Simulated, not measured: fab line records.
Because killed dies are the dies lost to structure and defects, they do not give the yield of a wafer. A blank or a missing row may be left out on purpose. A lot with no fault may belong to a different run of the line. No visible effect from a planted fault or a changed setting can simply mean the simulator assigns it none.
Matching of chambers ; flow nand harc ; 4 sister chambers for NHARC_A_STAIRCASE_DESCUM_291 on rie diel-06
The step chemistry O2, time 3 s. 33 wafers are shown with their chamber, then 12 later ones without.

== EACH WAFER AND ITS CHAMBER ==
wafer;chamber;showerhead plenum p Torr (Torr);drypump motor current A (A);oes product au (a.u.)
L075.2;1;1.86;5.0;0.988
L075.3;2;2.07;5.6;1.003
L075.5;2;2.07;5.6;0.999
L077.2;2;2.07;5.6;1.003
L077.3;0;1.82;5.7;0.979
L077.5;1;1.86;5.0;0.990
L074.2;1;1.86;5.0;0.991
L074.4;0;1.82;5.6;0.980
L074.6;1;1.86;5.0;0.996
L078.2;2;2.07;5.5;1.002
L078.3;0;1.82;5.7;0.981
L078.5;2;2.07;5.6;1.006
L080.1;1;1.86;5.0;1.015
L080.3;3;1.81;6.1;0.996
L080.4;2;2.07;5.5;1.017
L080.2;0;1.81;5.7;0.975
L080.5;2;2.07;5.5;1.007
L080.6;1;1.86;5.0;1.003
L082.2;3;1.81;6.1;0.999
L082.3;1;1.86;5.0;1.005
L082.6;0;1.81;5.7;0.997
L085.2;0;1.81;5.7;0.983
L085.3;1;1.85;5.0;0.998
L085.4;2;2.07;5.6;0.995
L086.1;1;1.85;5.0;1.020
L086.3;2;2.07;5.6;1.016
L086.4;3;1.81;6.1;1.007
L087.1;0;1.81;5.7;1.000
L087.3;2;2.07;5.5;0.999
L087.6;1;1.85;5.0;1.006
L089.1;1;1.85;5.0;1.019
L089.2;2;2.06;5.6;1.014
L089.6;0;1.81;5.7;1.001

SIGNATURES, as means of the wafers listed above
reading;chamber 0;chamber 1;chamber 2;chamber 3;scatter within a chamber
showerhead plenum p Torr;1.8137;1.8564;2.0691;1.8100;0.00429
drypump motor current A;5.688;5.000;5.564;6.100;0.0343
oes product au;0.98700;1.00282;1.00555;1.00067;0.00963
Rule: distance of a wafer from a chamber = root of the sum over the readings of ((wafer's reading minus chamber's mean) / reading's scatter) squared. If the next closest chamber is less than 2 further off than the closest, the wafer can't be placed; otherwise it belongs to the closest. The scatter is the square root of a quotient: the sum, over the shown wafers, of each reading's squared deviation from its chamber's mean, divided by wafers minus chambers.

== WAFERS WITH NO CHAMBER GIVEN ==
wafer;showerhead plenum p Torr (Torr);drypump motor current A (A);oes product au (a.u.)
L090.2;1.81;5.6;0.988
L090.5;1.81;5.7;0.992
L090.6;1.85;5.0;1.012
L092.2;2.06;5.6;1.006
L092.3;1.81;5.7;0.993
L092.6;1.85;5.0;1.007
L093.2;1.81;5.7;0.989
L093.3;1.85;5.0;1.010
L093.5;1.81;5.6;0.989
L097.2;1.85;5.0;1.013
L097.5;2.06;5.6;1.001
L097.6;1.80;6.1;1.000

== WHICH CHAMBER EACH WENT THROUGH ==
wafer;from the rows above;in truth
L090.2;0;0
L090.5;0;0
L090.6;1;1
L092.2;2;2
L092.3;0;0
L092.6;1;1
L093.2;0;0
L093.3;1;1
L093.5;0;0
L097.2;1;1
L097.5;2;2
L097.6;3;3
Placed correctly: 12 of 12. Can't be placed from these rows: 0. Wrongly placed: 0.
